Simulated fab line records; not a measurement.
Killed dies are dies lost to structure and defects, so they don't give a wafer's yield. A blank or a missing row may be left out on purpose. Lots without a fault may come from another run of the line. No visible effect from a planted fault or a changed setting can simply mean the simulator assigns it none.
fab line records ; flow n5Finfet
[record] lots = 10; wafers = 30; lastDay = 18
route steps=1938 shown BEOL_M0_SAQP@679 BEOL_M0_CUTY@713 BEOL_M0@721 BEOL_M4@1111 PASSIVATION@1936
lots untouched by any fault: they come from a run of this same line in which no faults occurred
startH: hours from the record's first day to the start of the lot's first wafer shown ; waitH: hours elapsed since this lot's preceding step ; " repeats the value in the row above ; L1.1+2: several wafers, shown together as one row ; - no value present, or no start provided ; * or withheld: withheld ; < > ~ a bound
route shown NAME@n: names a module that has steps shown in the file, with the first one's number in the route ; usual: mean and standard deviation over wafers with no fault ; same: alike in all rows ; chamber/n: place in a boat ; sites: each site's reading ; _std_site: how widely they spread, as a standard deviation ; _edge_site: outer sites' mean less inner sites' ; radiusMm: for every site, how far away it sits from the centre of the wafer ; mask NAME#n: copy n ; behind: tool/chamber where the wafer was last shaped ; hold: why the lot went on hold/how many hours it stayed there/how the hold came to an end ; device: which transistor (n, p or np) failed to switch ; end of line: tests of these same wafers at the route's end ; for a step that has no rows: nothing shown but its recipe ; killed: dies lost to structure and defects at the first sort, not the wafer's yield ; map: shows each die of a wafer: x if killed, . if not, _ if none is there
set.NAME: the setting the step ran with; set.NAME@STEP: the setting that earlier step ran with ; model.NAME: the simulator's own value behind a step, which no gauge read
one table for each step of the route and one row for each wafer, over a sample of lots
services: from which hour (startH, from the record's first day; less than 0 if before it) a tool's chamber was out of use, for how many hours, and why
[[steps]]
[step N5_BEOL_M0_SAQP_CD_MEAS_29]
[recipe] targetCdNm = 14.4; landingEnergyEv = 1000; detector = seInlens
[usual] cdNm = 15.05/0.21
lot.wafer;tool;chamber;startH;waitH;cdNm
L918.3;cdSem-02;0;132.42;0.1;14.53
L918.4;cdSem-02;0;132.42;0.1;15.05
L918.6;cdSem-02;0;132.42;0.1;15.20
L920.3;cdSem-01;0;140.96;0.1;15.11
L920.4;cdSem-01;0;140.96;0.1;15.30
L920.6;cdSem-01;0;140.96;0.1;15.32
L921.1;cdSem-01;0;150.79;0.1;15.01
L921.4;cdSem-01;0;150.79;0.1;15.03
L921.6;cdSem-01;0;150.79;0.1;14.99
L922.1;cdSem-03;0;154.78;0.1;15.42
L922.2;cdSem-03;0;154.78;0.1;15.26
L922.5;cdSem-03;0;154.78;0.1;15.06
L923.1;cdSem-03;0;161.25;0.1;14.99
L923.4;cdSem-03;0;161.25;0.1;14.99
L923.5;cdSem-03;0;161.25;0.1;14.90
L929.2;cdSem-02;0;197.34;0.1;14.88
L929.5;cdSem-02;0;197.34;0.1;15.21
L929.6;cdSem-02;0;197.34;0.1;14.81
L930.3;cdSem-01;0;206.02;0.1;14.99
L930.4;cdSem-01;0;206.02;0.1;15.22
L930.5;cdSem-01;0;206.02;0.1;14.89
L932.1;cdSem-02;0;217.54;0.1;14.79
L932.3;cdSem-02;0;217.54;0.1;15.61
L932.4;cdSem-02;0;217.54;0.1;15.02
L935.4;cdSem-01;0;234.52;0.1;14.72
L935.5;cdSem-01;0;234.52;0.1;14.98
L935.6;cdSem-01;0;234.52;0.1;15.52
L938.4;cdSem-03;0;251.77;0.1;14.90
L938.5;cdSem-03;0;251.77;0.1;15.26
L938.6;cdSem-03;0;251.77;0.1;15.13
[step N5_BEOL_M0_CUTY_ETCH_63]
[recipe] chemistry = N2/H2; target = SOC; targetDepthA = 827; overetchA = 165; maskMaterial = SiARC; tempC = 40; ionEnergyEv = 200; timeS = 124; pressureMtorr = 30; sourceW = 840; biasW = 150; n2FlowSccm = 200; h2FlowSccm = 200
[usual] biasW = 150.0/0.47; chamberPressureMTorr = 29.998/0.028; drypumpMotorCurrentA = 5.5/0.37; oesProductAu = 0.64/0.068; rfVppV = 524.1/2.8; showerheadPlenumPTorr = 2.55/0.098; throttleValvePct = 17.78/0.23
lot.wafer;tool;chamber;startH;waitH;biasW;chamberPressureMTorr;drypumpMotorCurrentA;oesProductAu;rfHoursCounterH;rfVppV;showerheadPlenumPTorr;throttleValvePct
L918.3;rieDiel-05;0;134.84;0.0;149.7;30.000;5.0;0.67;65;525.7;2.58;17.41
L918.4;rieDiel-05;1;134.84;0.0;149.7;30.007;5.5;0.62;175;521.9;2.43;17.96
L918.6;rieDiel-05;3;134.84;0.0;150.1;29.973;5.7;0.80;-;527.9;2.72;17.64
L920.3;rieDiel-04;0;143.08;0.0;-;-;-;-;-;-;-;-
L920.4;rieDiel-04;2;143.08;0.0;-;-;-;-;-;-;-;-
L920.6;rieDiel-04;2;143.08;0.0;-;-;-;-;-;-;-;-
L921.1;rieDiel-04;1;152.76;0.0;-;-;-;-;-;-;-;-
L921.4;rieDiel-04;2;152.76;0.0;-;-;-;-;-;-;-;-
L921.6;rieDiel-04;2;152.76;0.0;-;-;-;-;-;-;-;-
L922.1;rieDiel-05;0;157.58;0.0;-;-;-;-;-;-;-;-
L922.2;rieDiel-05;2;157.58;0.0;-;-;-;-;-;-;-;-
L922.5;rieDiel-05;3;157.58;0.0;-;-;-;-;-;-;-;-
L923.1;rieDiel-02;1;163.65;0.0;149.8;30.075;4.9;0.71;27;526.1;2.59;17.43
L923.4;rieDiel-02;3;163.65;0.0;150.0;30.002;5.4;0.74;32;524.5;2.57;17.57
L923.5;rieDiel-02;0;163.65;0.0;150.7;29.985;5.6;0.58;-;519.2;2.44;18.09
L929.2;rieDiel-04;1;199.16;0.0;149.9;30.046;5.3;0.58;223;525.8;2.60;17.95
L929.5;rieDiel-04;2;199.16;0.0;149.9;30.011;4.8;0.71;-;522.1;2.47;17.59
L929.6;rieDiel-04;3;199.16;0.0;150.2;29.977;5.6;0.57;-;520.8;2.42;17.84
L930.3;rieDiel-04;3;208.54;0.0;151.0;29.979;5.7;0.58;203;520.1;2.42;17.85
L930.4;rieDiel-04;0;208.54;0.0;149.7;30.020;5.9;0.57;206;520.7;2.42;18.02
L930.5;rieDiel-04;2;208.54;0.0;149.6;30.001;4.8;0.71;-;520.7;2.47;17.59
L932.1;rieDiel-05;1;220.61;0.0;150.2;29.980;5.5;0.60;205;521.0;2.42;18.01
L932.3;rieDiel-05;2;220.61;0.0;150.3;30.033;5.9;0.58;213;526.6;2.63;17.88
L932.4;rieDiel-05;1;220.61;0.0;150.3;30.003;5.5;0.60;-;520.6;2.42;18.02
L935.4;rieDiel-04;1;238.10;0.0;150.5;29.951;5.3;0.57;231;525.9;2.60;17.97
L935.5;rieDiel-04;0;238.10;0.0;150.3;29.964;5.9;0.58;-;519.4;2.41;18.03
L935.6;rieDiel-04;3;238.10;0.0;149.7;29.987;5.7;0.57;-;519.4;2.41;17.86
L938.4;rieDiel-05;3;253.63;0.1;149.9;29.971;5.7;0.71;-;527.7;2.70;17.72
L938.5;rieDiel-05;0;253.63;0.1;150.0;29.975;4.9;0.64;-;525.5;2.57;17.45
L938.6;rieDiel-05;2;253.63;0.1;149.6;29.954;5.9;0.57;-;526.3;2.63;17.88
[step N5_BEOL_M0_TRENCH_ETCH_107]
[recipe] chemistry = C4F6/O2; targetDepthA = 328; target = SiOC; timeS = 16.4; ionEnergyEv = 250; pressureMtorr = 30; sourceW = 355; biasW = 185; Ar_flow_sccm = 300; C4F6_flow_sccm = 10; O2_flow_sccm = 10
[usual] C4F6_flow_sccm = 9.999/0.029; O2_flow_sccm = 10.005/0.027; drypumpMotorCurrentA = 5.5/0.37; oesProductAu = 0.78/0.085; rfVppV = 663/9.9; showerheadPlenumPTorr = 2.86/0.098; throttleValvePct = 20.84/0.18
lot.wafer;tool;chamber;startH;waitH;C4F6_flow_sccm;O2_flow_sccm;drypumpMotorCurrentA;oesProductAu;rfHoursCounterH;rfVppV;showerheadPlenumPTorr;throttleValvePct
L918.3;rieDiel-04;0;135.93;0.0;10.021;10.018;5.9;0.71;180;658;2.72;21.01
L918.4;rieDiel-04;2;135.93;0.0;10.025;9.982;4.8;0.92;25;674;2.79;20.72
L918.6;rieDiel-04;3;135.93;0.0;9.943;10.028;5.7;0.70;-;684;2.71;20.78
L923.1;rieDiel-02;3;164.41;0.0;9.925;10.023;5.4;0.90;32;662;2.89;20.72
L923.4;rieDiel-02;0;164.41;0.0;10.004;10.044;5.7;0.72;195;673;2.73;20.93
L923.5;rieDiel-02;2;164.41;0.0;9.933;10.007;5.9;0.73;-;650;2.94;21.01
L929.2;rieDiel-04;0;200.97;0.0;9.948;9.966;5.9;0.69;204;656;2.71;21.05
L929.5;rieDiel-04;3;200.97;0.0;10.042;9.948;5.6;0.69;-;682;2.70;20.80
L929.6;rieDiel-04;2;200.97;0.0;10.058;10.006;4.8;0.87;-;675;2.78;20.75
L930.3;rieDiel-05;2;215.05;0.0;10.025;10.087;5.9;0.71;-;668;2.93;20.77
L930.4;rieDiel-05;3;215.05;0.0;9.969;10.001;5.7;0.87;-;671;3.01;20.73
L930.5;rieDiel-05;2;215.05;0.0;9.996;10.035;5.9;0.71;-;670;2.93;20.79
L932.1;rieDiel-02;2;222.90;0.0;9.995;9.983;5.9;0.69;213;648;2.93;21.05
L932.3;rieDiel-02;3;222.90;0.0;10.003;10.027;5.4;0.87;50;663;2.88;20.72
L932.4;rieDiel-02;0;222.90;0.0;9.960;10.024;5.7;0.70;214;673;2.72;20.98
L935.4;rieDiel-02;3;240.93;0.0;10.022;9.981;5.4;0.86;60;662;2.88;20.75
L935.5;rieDiel-02;3;240.93;0.0;10.030;9.978;5.4;0.86;-;662;2.88;20.75
L935.6;rieDiel-02;2;240.93;0.0;10.019;9.954;5.9;0.70;-;650;2.93;21.06
L938.4;rieDiel-05;0;261.80;0.0;9.974;9.992;4.9;0.77;100;663;2.84;20.37
L938.5;rieDiel-05;2;261.80;0.0;10.055;10.043;5.9;0.69;-;670;2.93;20.81
L938.6;rieDiel-05;3;261.80;0.0;10.024;10.008;5.7;0.83;-;670;3.01;20.73
[step N5_BEOL_M0_OCD_MEAS_108]
[usual] trenchDepthNm = 32.6/0.48
lot.wafer;tool;chamber;startH;waitH;trenchDepthNm
L918.3;ocd-02;-;136.04;0.1;32.8
L918.4;ocd-02;-;136.04;0.1;32.5
L918.6;ocd-02;-;136.04;0.1;32.5
L923.1;ocd-01;-;164.52;0.1;32.9
L923.4;ocd-01;-;164.52;0.1;32.7
L923.5;ocd-01;-;164.52;0.1;32.5
L929.2;ocd-01;-;201.08;0.1;32.5
L929.5;ocd-01;-;201.08;0.1;32.1
L929.6;ocd-01;-;201.08;0.1;32.7
L930.3;ocd-01;-;215.18;0.1;32.8
L930.4;ocd-01;-;215.18;0.1;33.0
L930.5;ocd-01;-;215.18;0.1;33.3
L932.1;ocd-02;-;223.00;0.1;32.1
L932.3;ocd-02;-;223.00;0.1;32.3
L932.4;ocd-02;-;223.00;0.1;32.4
L935.4;ocd-02;-;241.04;0.1;33.0
L935.5;ocd-02;-;241.04;0.1;33.0
L935.6;ocd-02;-;241.04;0.1;33.3
L938.4;ocd-01;-;261.90;0.1;31.7
L938.5;ocd-01;-;261.90;0.1;31.8
L938.6;ocd-01;-;261.90;0.1;31.8
[step N5_BEOL_M4_RC_MEAS_101]
[usual] DIBL_N = 36.9/1.7; DIBL_P = 36.7/2.1; IOFF_N = 0.17/0.032; IOFF_P = 0.22/0.036; ION_N = 674/12; ION_P = 461/7; SS_N = 71.7/0.6; SS_P = 73.4/0.67; VT_N = 249/3.1; VT_P = -250/3.2
lot.wafer;tool;chamber;startH;waitH;DIBL_N[mV/V];DIBL_P[mV/V];IOFF_N[nA/um];IOFF_P[nA/um];ION_N[uA/um];ION_P[uA/um];SS_N[mV/dec];SS_P[mV/dec];VT_N[mV];VT_P[mV]
L918.3;prober-02;0;182.21;0.3;32.8;32.8;0.12;0.17;660;454;70.6;72.8;255;-252
L918.4;prober-02;0;182.21;0.3;35.9;35.1;0.16;0.20;663;454;71.8;72.8;250;-252
L918.6;prober-02;0;182.21;0.3;34.4;32.9;0.14;0.17;652;446;71.6;72.2;252;-251
L923.1;prober-01;0;212.24;0.0;37.3;36.5;0.18;0.22;679;461;71.7;73.2;246;-251
L923.4;prober-01;0;212.24;0.0;37.0;36.0;0.16;0.20;680;460;71.1;72.8;250;-249
L923.5;prober-01;0;212.24;0.0;39.7;37.1;0.23;0.23;675;452;72.8;73.7;244;-251
L929.2;prober-01;0;249.86;0.2;38.3;38.9;0.21;0.27;691;467;71.7;74.6;247;-247
L929.5;prober-01;0;249.86;0.2;38.2;39.0;0.21;0.26;691;470;71.4;74.2;246;-248
L929.6;prober-01;0;249.86;0.2;35.9;36.5;0.16;0.21;681;467;71.6;72.9;251;-250
L930.3;prober-01;0;257.39;0.3;37.3;36.8;0.18;0.24;676;465;71.6;73.5;246;-248
L930.4;prober-01;0;257.39;0.3;37.9;35.9;0.20;0.23;685;468;71.9;73.4;246;-250
L930.5;prober-01;0;257.39;0.3;37.8;35.7;0.18;0.22;681;466;71.8;72.5;247;-250
L932.1;prober-02;0;270.93;0.0;38.5;38.0;0.19;0.24;676;466;71.9;73.7;248;-249
L932.3;prober-02;0;270.93;0.0;35.0;34.8;0.13;0.20;654;458;71.2;72.8;252;-252
L932.4;prober-02;0;270.93;0.0;32.8;32.0;0.11;0.16;660;455;70.6;72.6;253;-255
L935.4;prober-01;0;289.45;0.5;35.4;37.3;0.16;0.21;681;464;71.1;73.6;248;-250
L935.5;prober-01;0;289.45;0.5;37.0;37.7;0.17;0.22;682;465;70.8;73.7;248;-249
L935.6;prober-01;0;289.45;0.5;35.2;37.1;0.15;0.21;682;461;71.0;73.0;250;-249
L938.4;prober-01;0;312.33;0.5;39.1;38.5;0.18;0.23;663;460;71.9;74.1;251;-249
L938.5;prober-01;0;312.33;0.5;37.7;37.1;0.16;0.22;659;458;72.1;73.7;252;-248
L938.6;prober-01;0;312.33;0.5;39.5;39.5;0.19;0.26;681;467;72.8;73.8;251;-247
[step N5_PASSIVATION_PROBE_49]
[usual] defectLimitedYield = 91.7/1.5; killed_at_M0_to_M3 = 32/9.6; killed_at_M4_up = 13/5.3; killedAtContacts = 12/6.8; killedAtFrontEnd = 36/9.8; killedAtOther = 4/3.1; killedDies = 98/17; killedOnRim = 13/4; killedOpen = 65/13; killedShort = 32/8.5; sort_bin_5_function = 4.9/0.93; sort_bin_6_memory = 3.2/0.67; sort_bin_8_speed = 0.00/0.02; sortNPass = 1082/17
[same] grossDies = 1180; killedAtBackSide = 0; sort_bin_4_leakage[%] = 0
lot.wafer;tool;chamber;startH;waitH;defectLimitedYield[%];killed_at_M0_to_M3;killed_at_M4_up;killedAtContacts;killedAtFrontEnd;killedAtOther;killedDies;killedOnRim;killedOpen;killedShort;sort_bin_5_function[%];sort_bin_6_memory[%];sort_bin_8_speed[%];sortNPass
L918.3;prober-02;-;281.45;0.1;93.6;23;10;9;31;3;76;10;49;26;3.1;2.9;0;1104
L918.4;prober-02;-;281.50;0.2;92.6;22;14;10;39;2;87;12;48;38;4.3;2.9;0;1093
L918.6;prober-02;-;281.60;0.3;92.0;24;13;3;49;5;94;12;58;34;4.7;3.1;0;1086
L920.3;prober-01;-;294.73;0.1;0;1133;15;16;13;3;1180;152;56;18;97.0;2.8;0;0
L920.4;prober-01;-;294.78;0.2;0;1126;10;12;28;4;1180;152;53;32;97.3;2.5;0;0
L920.6;prober-01;-;294.88;0.3;0;1115;10;6;44;5;1180;152;78;23;96.4;3.5;0;0
L922.1;prober-02;-;306.07;0.0;0;1106;16;8;48;2;1180;152;73;32;96.1;3.5;0;0
L922.2;prober-02;-;306.12;0.1;0;1108;15;14;43;0;1180;152;69;28;96.2;3.6;0;0
L922.5;prober-02;-;306.27;0.2;0;1121;11;8;36;4;1180;152;57;20;96.9;3.0;0;0
L921.1;prober-01;-;306.38;0.0;0;1092;15;13;45;15;1180;152;68;35;96.8;3.0;0;0
L921.4;prober-01;-;306.53;0.2;0;1106;11;16;41;6;1180;152;81;37;95.6;3.8;0;0
L921.6;prober-01;-;306.63;0.3;0;1108;19;14;35;4;1180;152;57;35;96.4;3.2;0;0
L923.1;prober-02;-;309.88;0.0;91.3;23;24;20;34;2;103;17;81;22;5.2;3.3;0;1077
L923.4;prober-02;-;310.03;0.2;90.3;28;23;30;32;2;115;14;76;36;5.5;4.0;0;1065
L923.5;prober-02;-;310.08;0.2;89.2;31;25;31;35;5;127;21;70;56;6.2;4.1;0;1053
L929.2;prober-01;-;346.18;0.1;91.6;30;18;8;37;6;99;9;63;33;5.3;2.8;0;1081
L929.5;prober-01;-;346.33;0.2;93.0;22;19;5;34;3;83;10;53;30;3.6;2.9;0;1097
L929.6;prober-01;-;346.38;0.3;92.5;25;10;11;34;8;88;8;52;35;4.3;2.9;0;1092
L930.3;prober-02;-;361.10;1.0;91.4;27;22;6;38;8;101;15;69;32;5.0;3.4;0;1079
L930.4;prober-02;-;361.15;1.1;91.6;28;12;5;47;7;99;9;64;35;5.8;2.5;0;1081
L930.5;prober-02;-;361.20;1.1;91.7;27;11;6;50;4;98;16;62;36;5.3;2.6;0;1082
L932.1;prober-01;-;374.44;0.0;93.9;22;9;3;34;4;72;5;49;20;3.8;2.2;0;1108
L932.3;prober-01;-;374.54;0.1;92.9;30;20;5;28;1;84;11;55;27;4.7;2.2;0;1096
L932.4;prober-01;-;374.59;0.2;93.4;18;10;15;33;2;78;12;49;26;3.7;2.6;0;1102
L935.4;prober-02;-;392.10;0.2;90.3;37;20;13;39;6;115;20;82;31;5.8;3.9;0;1065
L935.5;prober-02;-;392.15;0.2;93.2;30;8;16;25;1;80;10;60;20;4.2;2.5;0;1100
L935.6;prober-02;-;392.20;0.3;87.9;51;19;25;40;8;143;14;97;41;6.7;4.8;0.17;1037
L938.4;prober-02;-;422.61;0.2;92.2;28;8;17;39;0;92;17;63;23;4.6;2.7;0;1088
L938.5;prober-02;-;422.66;0.2;92.5;29;6;12;41;0;88;17;57;27;3.9;3.1;0;1092
L938.6;prober-02;-;422.71;0.3;90.1;20;18;10;65;4;117;17;82;35;5.1;4.4;0;1063
// killed by level:class
L918.3 FIN_SAQP:geometricParticle:short=10 MOL_CONTACT_COAG:geometricParticle:open=9 GATE_CUT:geometricParticle:short=7 BEOL_M1:geometricParticle:open=7 FIN_SAQP:geometricParticle:open=5 BEOL_M4:geometricParticle:open=5 BEOL_M0_SAQP:geometricParticle:open=4 BEOL_M2:geometricParticle:open=4
L918.4 FIN_SAQP:geometricParticle:short=13 MOL_CONTACT_COAG:geometricParticle:open=8 FIN_SAQP:geometricParticle:open=6 STI_FIN_REVEAL:geometricParticle:open=6 BEOL_M0_SAQP:geometricParticle:short=5 BEOL_M1:geometricParticle:open=5 BEOL_M2:geometricParticle:open=5 STI_FIN_REVEAL:geometricParticle:short=3
L918.6 FIN_SAQP:geometricParticle:open=10 GATE_CUT:geometricParticle:short=7 BEOL_M1:geometricParticle:open=6 BEOL_M0_SAQP:geometricParticle:open=5 STARTING-WAFER:geometricParticle:open=5 FIN_SAQP:geometricParticle:short=4 DUMMY_GATE:geometricParticle:open=4 GATE_CUT:geometricParticle:open=4
L920.3 BEOL_M0_CUTY:areaEtch=1104 MOL_CONTACT_COAG:geometricParticle:open=14 BEOL_M0_SAQP:geometricParticle:short=9 BEOL_M4:geometricParticle:open=7 BEOL_M0_SAQP:geometricParticle:open=6 BEOL_M2:geometricParticle:open=5 BEOL_M1:geometricParticle:open=4 BEOL_M3:geometricParticle:open=4
L920.4 BEOL_M0_CUTY:areaEtch=1094 BEOL_M0_SAQP:geometricParticle:short=9 STI_FIN_REVEAL:geometricParticle:open=8 MOL_CONTACT_COAG:geometricParticle:short=8 BEOL_M2:geometricParticle:open=8 BEOL_M0_SAQP:geometricParticle:open=6 DUMMY_GATE:geometricParticle:open=5 MOL_CONTACT_COAG:geometricParticle:open=4
L920.6 BEOL_M0_CUTY:areaEtch=1079 STI_FIN_REVEAL:geometricParticle:open=20 BEOL_M2:geometricParticle:open=11 BEOL_M0_SAQP:geometricParticle:open=7 FIN_SAQP:geometricParticle:open=5 MOL_CONTACT_COAG:geometricParticle:open=5 BEOL_M0_SAQP:geometricParticle:short=4 BEOL_M1:geometricParticle:open=4
L922.1 BEOL_M0_CUTY:areaEtch=1073 STI_FIN_REVEAL:geometricParticle:open=13 BEOL_M0_SAQP:geometricParticle:open=13 FIN_SAQP:geometricParticle:open=12 MOL_CONTACT_COAG:geometricParticle:open=8 BEOL_M0_SAQP:geometricParticle:short=7 BEOL_M1:geometricParticle:open=5 FIN_SAQP:geometricParticle:short=4
L922.2 BEOL_M0_CUTY:areaEtch=1080 STI_FIN_REVEAL:geometricParticle:open=13 MOL_CONTACT_COAG:geometricParticle:open=12 FIN_SAQP:geometricParticle:short=8 BEOL_M1:geometricParticle:open=8 BEOL_M0_SAQP:geometricParticle:open=6 FIN_SAQP:geometricParticle:open=5 BEOL_M0_SAQP:geometricParticle:short=5
L922.5 BEOL_M0_CUTY:areaEtch=1101 STI_FIN_REVEAL:geometricParticle:open=15 GATE_CUT:geometricParticle:short=7 MOL_CONTACT_COAG:geometricParticle:open=7 BEOL_M2:geometricParticle:open=6 DUMMY_GATE:geometricParticle:open=4 BEOL_M0_SAQP:geometricParticle:open=4 BEOL_M3:geometricParticle:open=4
L921.1 BEOL_M0_CUTY:areaEtch=1075 FIN_SAQP:geometricParticle:open=13 FIN_SAQP:geometricParticle:short=9 MOL_CONTACT_COAG:geometricParticle:open=9 STI_FIN_REVEAL:geometricParticle:open=8 BEOL_M3:geometricParticle:open=8 GATE_CUT:geometricParticle:short=4 MOL_CONTACT_COAG:geometricParticle:short=4
L921.4 BEOL_M0_CUTY:areaEtch=1062 MOL_CONTACT_COAG:geometricParticle:open=14 BEOL_M0_SAQP:geometricParticle:short=12 BEOL_M0_SAQP:geometricParticle:open=10 STI_FIN_REVEAL:geometricParticle:open=10 DUMMY_GATE:geometricParticle:open=8 BEOL_M3:geometricParticle:open=8 BEOL_M1:geometricParticle:open=6
L921.6 BEOL_M0_CUTY:areaEtch=1088 STI_FIN_REVEAL:geometricParticle:open=11 MOL_CONTACT_COAG:geometricParticle:open=11 BEOL_M4:geometricParticle:open=9 FIN_SAQP:geometricParticle:short=8 BEOL_M3:geometricParticle:open=5 FIN_SAQP:geometricParticle:open=4 BEOL_M4:geometricParticle:short=4
L923.1 MOL_CONTACT_COAG:geometricParticle:open=16 STI_FIN_REVEAL:geometricParticle:open=12 BEOL_M4:geometricParticle:open=9 FIN_SAQP:geometricParticle:short=6 BEOL_M0_SAQP:geometricParticle:open=6 DUMMY_GATE:geometricParticle:open=5 BEOL_M0:geometricParticle:open=5 BEOL_M3:geometricParticle:open=5
L923.4 MOL_CONTACT_COAG:geometricParticle:open=25 BEOL_M4:geometricParticle:open=13 FIN_SAQP:geometricParticle:short=7 BEOL_M0_SAQP:geometricParticle:short=7 BEOL_M3:geometricParticle:open=6 STI_FIN_REVEAL:geometricParticle:open=5 MOL_CONTACT_COAG:geometricParticle:short=5 BEOL_M0_SAQP:geometricParticle:open=4
L923.5 MOL_CONTACT_COAG:geometricParticle:open=26 FIN_SAQP:geometricParticle:short=12 BEOL_M4:geometricParticle:short=10 BEOL_M0_SAQP:geometricParticle:short=10 BEOL_M4:geometricParticle:open=9 BEOL_M0_SAQP:geometricParticle:open=7 FIN_SAQP:geometricParticle:open=5 MOL_CONTACT_COAG:geometricParticle:short=5
L929.2 STI_FIN_REVEAL:geometricParticle:open=18 BEOL_M0_SAQP:geometricParticle:short=12 FIN_SAQP:geometricParticle:short=8 MOL_CONTACT_COAG:geometricParticle:open=6 BEOL_M0_SAQP:geometricParticle:open=5 BEOL_M2:geometricParticle:open=5 FIN_SAQP:geometricParticle:open=4 BEOL_M3:geometricParticle:open=4
L929.5 STI_FIN_REVEAL:geometricParticle:open=10 BEOL_M4:geometricParticle:open=8 FIN_SAQP:geometricParticle:short=6 BEOL_M1:geometricParticle:open=6 BEOL_M2:geometricParticle:open=6 MOL_CONTACT_COAG:geometricParticle:open=5 FIN_SAQP:geometricParticle:open=4 BEOL_M0_SAQP:geometricParticle:short=4
L929.6 MOL_CONTACT_COAG:geometricParticle:open=8 FIN_SAQP:geometricParticle:open=7 BEOL_M0_SAQP:geometricParticle:open=7 BEOL_M1:geometricParticle:short=6 FIN_SAQP:geometricParticle:short=5 STI_FIN_REVEAL:geometricParticle:open=5 BEOL_M0_SAQP:geometricParticle:short=5 STARTING-WAFER:geometricParticle:open=4
L930.3 BEOL_M4:geometricParticle:open=11 STI_FIN_REVEAL:geometricParticle:open=10 BEOL_M3:geometricParticle:open=9 BEOL_M2:geometricParticle:open=8 MOL_CONTACT_COAG:geometricParticle:open=6 FIN_SAQP:geometricParticle:short=5 FIN_SAQP:geometricParticle:open=5 BEOL_M0_SAQP:geometricParticle:short=3
L930.4 STI_FIN_REVEAL:geometricParticle:open=8 FIN_SAQP:geometricParticle:short=7 BEOL_M3:geometricParticle:open=7 DUMMY_GATE:geometricParticle:open=6 GATE_CUT:geometricParticle:short=6 BEOL_M0_SAQP:geometricParticle:open=5 BEOL_M5:geometricParticle:open=5 BEOL_M1:geometricParticle:open=4
L930.5 STI_FIN_REVEAL:geometricParticle:open=10 FIN_SAQP:geometricParticle:short=9 FIN_SAQP:geometricParticle:open=7 MOL_CONTACT_COAG:geometricParticle:open=5 BEOL_M0_SAQP:geometricParticle:short=5 BEOL_M0_SAQP:geometricParticle:open=5 SPACER0:geometricParticle:open=4 BEOL_M2:geometricParticle:open=4
L932.1 FIN_SAQP:geometricParticle:open=6 BEOL_M3:geometricParticle:open=6 STI_FIN_REVEAL:geometricParticle:open=6 GATE_CUT:geometricParticle:short=5 BEOL_M1:geometricParticle:open=5 BEOL_M4:geometricParticle:open=5 BEOL_M3:geometricParticle:short=4 STARTING-WAFER:geometricParticle:open=4
L932.3 STI_FIN_REVEAL:geometricParticle:open=10 BEOL_M4:geometricParticle:open=9 BEOL_M0:geometricParticle:short=8 BEOL_M1:geometricParticle:open=6 BEOL_M5:geometricParticle:open=6 MOL_CONTACT_COAG:geometricParticle:open=5 FIN_SAQP:geometricParticle:short=5 BEOL_M0_SAQP:geometricParticle:open=4
L932.4 FIN_SAQP:geometricParticle:short=11 MOL_CONTACT_COAG:geometricParticle:open=11 STI_FIN_REVEAL:geometricParticle:open=7 BEOL_M1:geometricParticle:open=7 ILD0:geometricParticle:open=4 MOL_CONTACT_COAG:geometricParticle:short=4 BEOL_M0_SAQP:geometricParticle:short=3 BEOL_M3:geometricParticle:open=3
L935.4 STI_FIN_REVEAL:geometricParticle:open=15 BEOL_M4:geometricParticle:open=11 BEOL_M2:geometricParticle:open=11 MOL_CONTACT_COAG:geometricParticle:open=10 BEOL_M0_SAQP:geometricParticle:open=9 FIN_SAQP:geometricParticle:open=7 BEOL_M0_SAQP:geometricParticle:short=6 FIN_SAQP:geometricParticle:short=5
L935.5 MOL_CONTACT_COAG:geometricParticle:open=13 STI_FIN_REVEAL:geometricParticle:open=11 BEOL_M3:geometricParticle:open=11 FIN_SAQP:geometricParticle:open=5 BEOL_M2:geometricParticle:open=5 MOL_CONTACT_COAG:geometricParticle:short=3 BEOL_M0:geometricParticle:open=3 BEOL_M2:geometricParticle:short=3
L935.6 MOL_CONTACT_COAG:geometricParticle:open=22 STI_FIN_REVEAL:geometricParticle:open=10 BEOL_M3:geometricParticle:open=10 FIN_SAQP:geometricParticle:short=8 BEOL_M1:geometricParticle:open=8 BEOL_M2:geometricParticle:open=8 BEOL_M4:geometricParticle:open=8 BEOL_M2:geometricParticle:short=7
L938.4 MOL_CONTACT_COAG:geometricParticle:open=15 FIN_SAQP:geometricParticle:open=11 BEOL_M1:geometricParticle:open=8 BEOL_M2:geometricParticle:open=8 FIN_SAQP:geometricParticle:short=6 GATE_CUT:geometricParticle:short=5 GATE_CUT:geometricParticle:open=4 BEOL_M0:geometricParticle:open=4
L938.5 MOL_CONTACT_COAG:geometricParticle:open=12 FIN_SAQP:geometricParticle:short=9 BEOL_M2:geometricParticle:open=7 DUMMY_GATE:geometricParticle:open=6 BEOL_M0_SAQP:geometricParticle:open=5 FIN_SAQP:geometricParticle:open=4 STI_FIN_REVEAL:geometricParticle:open=4 BEOL_M0_SAQP:geometricParticle:short=4
L938.6 STI_FIN_REVEAL:geometricParticle:open=12 FIN_SAQP:geometricParticle:open=8 FIN_SAQP:geometricParticle:short=8 MOL_CONTACT_COAG:geometricParticle:open=8 GATE_CUT:geometricParticle:short=7 BEOL_M2:geometricParticle:open=7 BEOL_M4:geometricParticle:open=7 ILD0:geometricParticle:open=6
[[services]]
tool;chamber;startH;hours;kind
rieDiel-02;-;110.97;2.8;pm
rieDiel-05;0;113.45;3.9;repair
rieDiel-05;-;116.55;0.5;repair
rieDiel-05;3;117.37;-;clean
rieDiel-05;3;117.37;-;consumableReplace:focusRing
rieDiel-05;3;117.37;-;consumableReplace:showerhead
rieDiel-05;3;117.37;14.9;scheduledDown
rieDiel-05;3;117.37;14.9;ventCycle
rieDiel-04;3;144.48;1.3;repair
rieDiel-04;1;165.57;6.6;repair
rieDiel-02;1;169.13;2.1;repair
rieDiel-04;-;212.45;14.6;pm
rieDiel-05;0;213.96;11.5;repair
rieDiel-05;1;253.43;2.5;repair
[[key]]
[firstSign] step = N5_BEOL_M0_CUTY_ETCH_63; reading = toolRecord; direction = missing
[effect] step = N5_PASSIVATION_PROBE_49; reading = killed_at_M0_to_M3; direction = up; sigmas = 99+; usual = 32; struck = 1113
[moreKillsBornAt] N5_BEOL_M0_CUTY_ETCH_63@rieDiel-04 = 6502; N5_BEOL_M0_CUTY_ETCH_63@rieDiel-05 = 3254
metAt N5_BEOL_M0_CUTY_ETCH_63
struckLots L920,L921,L922
laterRowsLeftOut L920.3,L920.4,L920.6,L921.1,L921.4,L921.6,L922.1,L922.2,L922.5
notActingAt N5_BEOL_M0_SAQP_CD_MEAS_29,N5_BEOL_M0_TRENCH_ETCH_107,N5_BEOL_M0_OCD_MEAS_108
onsetBetween 134.84 143.08
[fault] kind = skippedStepWhole; tool = rieDiel-04,rieDiel-05; chamber = -; onsetH = 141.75; steps = N5_BEOL_M0_CUTY_ETCH_63; scope = struckLotsOnly
// laterRowsLeftOut: the simulator's readings of these wafers behind a module that went badly wrong aren't trusted and aren't shown, but for the sort
